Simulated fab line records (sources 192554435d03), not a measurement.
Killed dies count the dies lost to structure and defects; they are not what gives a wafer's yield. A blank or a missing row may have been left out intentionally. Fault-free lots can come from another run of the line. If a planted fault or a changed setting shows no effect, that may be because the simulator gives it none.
Which tool did it?	flow n5_finfet	24 lots with 72 wafers sampled at 6 steps, on a route of 1938 steps

== WHAT THE GAUGES READ, wafer by wafer ==
N5_BEOL_M14_OCD_MEAS_35. Usual: trench_depth_nm reads 555 nm (standard deviation 15).
lot	measured	on	trench_depth_nm (nm)	flag
L076	day 12 03:10	ocd-01	581 543 545	
L077	day 12 11:01	ocd-02	559 539 556	
L075	day 12 11:57	ocd-01	572 567 551	
L079	day 13 05:33	ocd-01	531 538 542	
L078	day 13 12:50	ocd-02	538 581 576	
L080	day 13 16:23	ocd-01	559 557 554	
L081	day 13 17:36	ocd-02	551 555 553	
L074	day 13 18:11	ocd-02	556 552 557	
L082	day 13 20:04	ocd-02	565 543 537	
L084	day 14 03:38	ocd-01	542 537 539	
L083	day 14 05:40	ocd-02	581 569 547	
L085	day 14 07:19	ocd-01	550 554 552	
L086	day 14 23:01	ocd-02	531 531 529	
L087	day 15 20:44	ocd-02	570 579 572	
L088	day 15 21:13	ocd-02	545 553 541	
L089	day 16 01:31	ocd-02	569 538 533	
L091	day 16 11:53	ocd-01	551 564 562	
L090	day 16 14:26	ocd-01	573 577 536	
L092	day 16 15:32	ocd-02	531 559 575	
L093	day 17 08:25	ocd-01	557 548 559	
L094	day 17 16:34	ocd-01	545 541 583	
L095	day 17 16:53	ocd-01	536 566 542	
L096	day 17 22:21	ocd-01	582 533 562	
L097	day 18 01:00	ocd-01	583 579 542	

N5_BEOL_M15_OVL_MEAS_11. Usual: V14_OVL gives 4 nm (standard deviation 6.4).
lot	measured	on	V14_OVL (nm)	flag
L076	day 12 05:53	overlay-02	1 5 2	
L077	day 12 13:28	overlay-01	-10 0 -1	
L075	day 12 16:01	overlay-01	-4 -3 -8	
L079	day 13 10:24	overlay-02	11 10 6	
L078	day 13 15:58	overlay-02	3 6 3	
L080	day 13 21:01	overlay-01	7 7 3	
L081	day 13 21:46	overlay-02	8 6 6	
L074	day 13 22:10	overlay-02	13 10 7	
L082	day 14 00:06	overlay-02	7 10 1	
L084	day 14 06:49	overlay-01	-2 10 13	
L083	day 14 10:24	overlay-01	-15 -6 -8	
L085	day 14 12:58	overlay-02	-1 1 0	
L086	day 15 02:22	overlay-01	6 6 3	
L087	day 16 00:08	overlay-01	5 4 6	
L088	day 16 00:55	overlay-01	9 8 3	
L089	day 16 07:56	overlay-01	6 1 -1	
L091	day 16 14:20	overlay-02	21 19 10	
L090	day 16 18:35	overlay-01	1 -3 2	
L092	day 16 18:55	overlay-02	17 15 3	
L093	day 17 12:01	overlay-01	-4 -5 1	
L094	day 17 21:03	overlay-02	1 -1 -4	
L095	day 17 21:36	overlay-01	9 6 2	
L096	day 18 00:55	overlay-02	11 4 8	
L097	day 18 05:04	overlay-01	2 4 4	

== EACH LOT AND THE TOOL THAT RAN IT (in order: tool; ch and the chambers of the sampled wafers; start) ==
lot	N5_BEOL_M13_PRE_CLEAN_42	N5_BEOL_M13_SPUTTER_45	N5_BEOL_M14_TRENCH_ETCH_34	N5_BEOL_M14_SPUTTER_45
L076	pvd_sputter-02, day 11 23:44	pvd_sputter-02, day 11 23:56	rie_diel-03 ch 2,3, day 12 03:01	pvd_sputter-02, day 12 04:05
L077	pvd_sputter-01, day 12 07:13	pvd_sputter-01, day 12 07:25	rie_diel-01 ch 0,1, day 12 10:52	pvd_sputter-02, day 12 11:38
L075	pvd_sputter-02, day 12 08:07	pvd_sputter-02, day 12 08:19	rie_diel-01 ch 0,1,2, day 12 11:47	pvd_sputter-01, day 12 14:04
L079	pvd_sputter-01, day 13 02:00	pvd_sputter-01, day 13 02:12	rie_diel-03 ch 1,2, day 13 05:24	pvd_sputter-03, day 13 07:58
L078	pvd_sputter-03, day 13 08:17	pvd_sputter-03, day 13 08:29	rie_diel-05 ch 0,2, day 13 12:40	pvd_sputter-02, day 13 13:50
L080	pvd_sputter-01, day 13 12:54	pvd_sputter-01, day 13 13:06	rie_diel-01 ch 1,2, day 13 16:14	pvd_sputter-03, day 13 19:05
L081	pvd_sputter-02, day 13 13:14	pvd_sputter-02, day 13 13:26	rie_diel-01 ch 2,3, day 13 17:26	pvd_sputter-02, day 13 19:29
L074	pvd_sputter-02, day 13 14:10	pvd_sputter-02, day 13 14:22	rie_diel-01 ch 1,2, day 13 18:01	pvd_sputter-01, day 13 19:54
L082	pvd_sputter-03, day 13 16:00	pvd_sputter-03, day 13 16:12	rie_diel-03 ch 0,1,2, day 13 19:55	pvd_sputter-01, day 13 22:25
L084	pvd_sputter-03, day 13 23:49	pvd_sputter-03, day 14 00:01	rie_diel-03 ch 1,2, day 14 03:28	pvd_sputter-01, day 14 05:08
L083	pvd_sputter-03, day 14 02:18	pvd_sputter-03, day 14 02:30	rie_diel-03 ch 0,1,3, day 14 05:31	pvd_sputter-02, day 14 08:36
L085	pvd_sputter-01, day 14 03:24	pvd_sputter-01, day 14 03:36	rie_diel-01 ch 2,3, day 14 07:10	pvd_sputter-03, day 14 10:41
L086	pvd_sputter-02, day 14 19:28	pvd_sputter-02, day 14 19:40	rie_diel-05 ch 0,3, day 14 22:52	pvd_sputter-03, day 15 00:42
L087	pvd_sputter-01, day 15 17:19	pvd_sputter-01, day 15 17:31	rie_diel-05 ch 1,2, day 15 20:35	pvd_sputter-01, day 15 21:37
L088	pvd_sputter-01, day 15 17:38	pvd_sputter-01, day 15 17:50	rie_diel-01 ch 0,2, day 15 21:03	pvd_sputter-02, day 15 21:48
L089	pvd_sputter-03, day 15 21:08	pvd_sputter-03, day 15 21:20	rie_diel-05 ch 0,1,3, day 16 01:22	pvd_sputter-03, day 16 06:16
L091	pvd_sputter-01, day 16 08:17	pvd_sputter-01, day 16 08:29	rie_diel-01 ch 0,1,2, day 16 11:44	pvd_sputter-03, day 16 12:30
L090	pvd_sputter-01, day 16 10:46	pvd_sputter-01, day 16 10:58	rie_diel-05 ch 0,1,2, day 16 14:16	pvd_sputter-01, day 16 16:20
L092	pvd_sputter-01, day 16 11:50	pvd_sputter-01, day 16 12:02	rie_diel-03 ch 0,2,3, day 16 15:23	pvd_sputter-03, day 16 16:25
L093	pvd_sputter-03, day 17 04:32	pvd_sputter-03, day 17 04:44	rie_diel-01 ch 0,1, day 17 08:16	pvd_sputter-03, day 17 09:35
L094	pvd_sputter-03, day 17 12:56	pvd_sputter-03, day 17 13:08	rie_diel-05 ch 0,2,3, day 17 16:25	pvd_sputter-03, day 17 19:16
L095	pvd_sputter-01, day 17 13:01	pvd_sputter-01, day 17 13:13	rie_diel-03 ch 0,1,2, day 17 16:43	pvd_sputter-02, day 17 19:27
L096	pvd_sputter-01, day 17 18:52	pvd_sputter-01, day 17 19:04	rie_diel-03 ch 0,2,3, day 17 22:11	pvd_sputter-02, day 17 23:07
L097	pvd_sputter-02, day 17 21:34	pvd_sputter-02, day 17 21:46	rie_diel-05 ch 0,1,2, day 18 00:51	pvd_sputter-02, day 18 03:15
- N5_BEOL_M13_PRE_CLEAN_42: time 30 s.
- N5_BEOL_M13_SPUTTER_45: material Cu, target thk 80 nm, time 13.33 s.
- N5_BEOL_M14_TRENCH_ETCH_34: etches SiO2 in C4F8/O2/Ar, target depth 556.65 nm, time 126.9 s.
- N5_BEOL_M14_SPUTTER_45: material Cu, target thk 100 nm, time 16.67 s.

== AS READ BY THE TOOLS THEMSELVES (means over the sampled wafers that have a number; for cases with no such wafer, the mark the record gives instead) ==
N5_BEOL_M13_PRE_CLEAN_42. Usual: heater_power_w reads 320 W (standard deviation 27).
lot	tool	heater_power_w (W)	flag
L076	pvd_sputter-02	288	
L077	pvd_sputter-01	330	
L075	pvd_sputter-02	345	
L079	pvd_sputter-01	327	
L078	pvd_sputter-03	306	
L080	pvd_sputter-01	321	
L081	pvd_sputter-02	318	
L074	pvd_sputter-02	373	
L082	pvd_sputter-03	305	
L084	pvd_sputter-03	307	
L083	pvd_sputter-03	297	
L085	pvd_sputter-01	324	
L086	pvd_sputter-02	343	
L087	pvd_sputter-01	314	
L088	pvd_sputter-01	314	
L089	pvd_sputter-03	314	
L091	pvd_sputter-01	324	
L090	pvd_sputter-01	323	
L092	pvd_sputter-01	322	
L093	pvd_sputter-03	294	
L094	pvd_sputter-03	312	
L095	pvd_sputter-01	327	
L096	pvd_sputter-01	324	
L097	pvd_sputter-02	344	

N5_BEOL_M13_SPUTTER_45. Usual: cathode_dc_power_W 26000 W, standard deviation 4.7; throttle_valve_pct 29.9 %, standard deviation 0.98.
lot	tool	cathode_dc_power_W (W)	throttle_valve_pct (%)	flag
L076	pvd_sputter-02	26003	29.4	
L077	pvd_sputter-01	25999	31.1	
L075	pvd_sputter-02	26000	29.1	
L079	pvd_sputter-01	26003	31.2	
L078	pvd_sputter-03	26000	29.7	
L080	pvd_sputter-01	25998	30.1	
L081	pvd_sputter-02	25996	28.9	
L074	pvd_sputter-02	25999	28.7	
L082	pvd_sputter-03	26000	29.6	
L084	pvd_sputter-03	26000	29.5	
L083	pvd_sputter-03	26001	30.2	
L085	pvd_sputter-01	26002	30.8	
L086	pvd_sputter-02	25998	29.0	
L087	pvd_sputter-01	25999	30.2	
L088	pvd_sputter-01	26000	29.8	
L089	pvd_sputter-03	26002	29.4	
L091	pvd_sputter-01	25997	31.1	
L090	pvd_sputter-01	26002	30.5	
L092	pvd_sputter-01	25997	30.1	
L093	pvd_sputter-03	26001	30.0	
L094	pvd_sputter-03	26005	29.2	
L095	pvd_sputter-01	25999	30.5	
L096	pvd_sputter-01	26004	30.5	
L097	pvd_sputter-02	25999	28.7	

N5_BEOL_M14_TRENCH_ETCH_34. Usual: C4F8_flow_sccm 16.00 sccm, standard deviation 0.042; drypump_motor_current_A 5.5 A, standard deviation 0.51; oes_product_au 0.76 a.u., standard deviation 0.068; rf_vpp_V 2226 V, standard deviation 41; showerhead_plenum_p_Torr 3.49 Torr, standard deviation 0.1; throttle_valve_pct 31.05 %, standard deviation 0.21.
lot	tool	C4F8_flow_sccm (sccm)	drypump_motor_current_A (A)	oes_product_au (a.u.)	rf_vpp_V (V)	showerhead_plenum_p_Torr (Torr)	throttle_valve_pct (%)	flag
L076	rie_diel-03	16.01	5.6	0.81	2248	3.54	31.45	
L077	rie_diel-01	15.99	5.6	0.80	2244	3.47	30.86	
L075	rie_diel-01	16.00	5.5	0.77	2245	3.49	30.91	
L079	rie_diel-03	16.01	5.2	0.74	2241	3.45	31.14	
L078	rie_diel-05	15.96	5.8	0.80	2228	3.52	31.11	
L080	rie_diel-01	16.05	5.0	0.74	2243	3.51	31.04	
L081	rie_diel-01	15.99	5.1	0.70	2253	3.53	31.03	
L074	rie_diel-01	15.96	5.1	0.77	2241	3.49	31.00	
L082	rie_diel-03	16.00	5.4	0.73	2241	3.47	31.15	
L084	rie_diel-03	16.00	5.3	0.73	2240	3.44	31.14	
L083	rie_diel-03	16.00	5.7	0.80	2208	3.55	31.03	
L085	rie_diel-01	15.98	5.2	0.68	2260	3.54	30.98	
L086	rie_diel-05	16.00	5.1	0.76	2208	3.51	31.16	
L087	rie_diel-05	16.00	5.7	0.80	2181	3.40	30.96	
L088	rie_diel-01	15.98	5.9	0.73	2247	3.47	30.83	
L089	rie_diel-05	15.96	5.5	0.77	2176	3.40	31.09	
L091	rie_diel-01	16.00	5.5	0.74	2243	3.47	30.93	
L090	rie_diel-05	15.99	5.8	0.78	2187	3.41	31.08	
L092	rie_diel-03	16.00	5.8	0.76	2227	3.54	31.26	
L093	rie_diel-01	15.99	5.6	0.76	2241	3.45	30.91	
L094	rie_diel-05	16.01	5.5	0.77	2217	3.50	31.18	
L095	rie_diel-03	16.00	5.4	0.71	2240	3.46	31.18	
L096	rie_diel-03	16.00	5.8	0.75	2226	3.53	31.28	
L097	rie_diel-05	15.97	5.8	0.77	2186	3.40	31.09	

N5_BEOL_M14_SPUTTER_45. Usual: cathode_dc_power_W 26000 W, standard deviation 4.5; throttle_valve_pct 29.7 %, standard deviation 0.98.
lot	tool	cathode_dc_power_W (W)	throttle_valve_pct (%)	flag
L076	pvd_sputter-02	25999	29.0	
L077	pvd_sputter-02	25999	28.7	
L075	pvd_sputter-01	25998	30.7	
L079	pvd_sputter-03	26002	29.7	
L078	pvd_sputter-02	25999	28.6	
L080	pvd_sputter-03	26000	30.2	
L081	pvd_sputter-02	25999	28.8	
L074	pvd_sputter-01	26002	31.0	
L082	pvd_sputter-01	25998	30.5	
L084	pvd_sputter-01	25998	30.4	
L083	pvd_sputter-02	26001	28.8	
L085	pvd_sputter-03	26004	29.4	
L086	pvd_sputter-03	26004	29.7	
L087	pvd_sputter-01	26001	30.9	
L088	pvd_sputter-02	25999	29.4	
L089	pvd_sputter-03	26001	29.4	
L091	pvd_sputter-03	26001	29.4	
L090	pvd_sputter-01	26003	31.1	
L092	pvd_sputter-03	25999	30.2	
L093	pvd_sputter-03	25999	29.7	
L094	pvd_sputter-03	25997	29.8	
L095	pvd_sputter-02	25998	29.0	
L096	pvd_sputter-02	26003	29.1	
L097	pvd_sputter-02	26001	29.2	

== THE ANSWER, worked out from the rows above alone ==
Rule: a lot counts as off when the mean over its wafers that have a number is more than 3 standard deviations away from the usual mean. A lot without any number at a reading at which 4 lots or more have one is off too. The other lots that the step has rows for count as sound. First the gauges in route order, then the tools' own readings, where a lot's mean is used as printed above. At the first step where some lot is off, the reading lying furthest off is the one used; lots without a number count as furthest.
None of the lots is off at any reading shown; this tells nothing.

== WHAT WAS PUT IN BY THE SIMULATOR ==
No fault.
